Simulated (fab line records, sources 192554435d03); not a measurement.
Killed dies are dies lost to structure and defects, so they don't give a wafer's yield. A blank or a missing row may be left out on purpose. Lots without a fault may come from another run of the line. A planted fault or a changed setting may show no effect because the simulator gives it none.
Chamber matching | flow n5_finfet | N5_ZERO_LAYER_DESCUM_16 on rie_diel-03: 4 sister chambers
The step chemistry O2, time 7.9 s. 4 wafers are shown with their chamber, then 10 later ones without.

WAFERS WITH THEIR CHAMBER
wafer  | chamber | showerhead_plenum_p_Torr (Torr)
L080.6 | 2       | 2.16
L087.6 | 0       | 2.13
L089.1 | 1       | 2.11
L089.3 | 3       | 2.08

WAFERS WITHOUT THEIR CHAMBER
wafer  | showerhead_plenum_p_Torr (Torr)
L089.6 | 2.13
L090.1 | 2.13
L090.3 | 2.11
L090.5 | 2.11
L093.1 | 2.11
L093.2 | 2.07
L093.4 | 2.13
L096.2 | 2.07
L096.4 | 2.15
L096.6 | 2.11

WHICH CHAMBER EACH WENT THROUGH
wafer  | from the rows above     | in truth
L089.6 | 0                       | 0
L090.1 | 0                       | 0
L090.3 | 1                       | 1
L090.5 | 1                       | 1
L093.1 | 1                       | 1
L093.2 | 3                       | 3
L093.4 | 0                       | 0
L096.2 | 3                       | 3
L096.4 | can't be placed: 2 or 0 | 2
L096.6 | 1                       | 1
Placed correctly: 9 of 10. Can't be placed from these rows: 1 (the true chamber is among the candidates in 1). Placed wrongly: 0.
How it was worked out, from the rows above alone: a wafer's distance from a chamber is the root of the sum, over the readings, of the square of ((its reading less the chamber's mean) divided by the reading's scatter). The wafer belongs to the nearest chamber; if the next one is less than 2 further off, it can't be placed. A chamber's mean is the mean of its shown wafers. The scatter: with one shown wafer a chamber, the root of the mean of the squares of how far each hidden wafer lies from its nearest shown one.
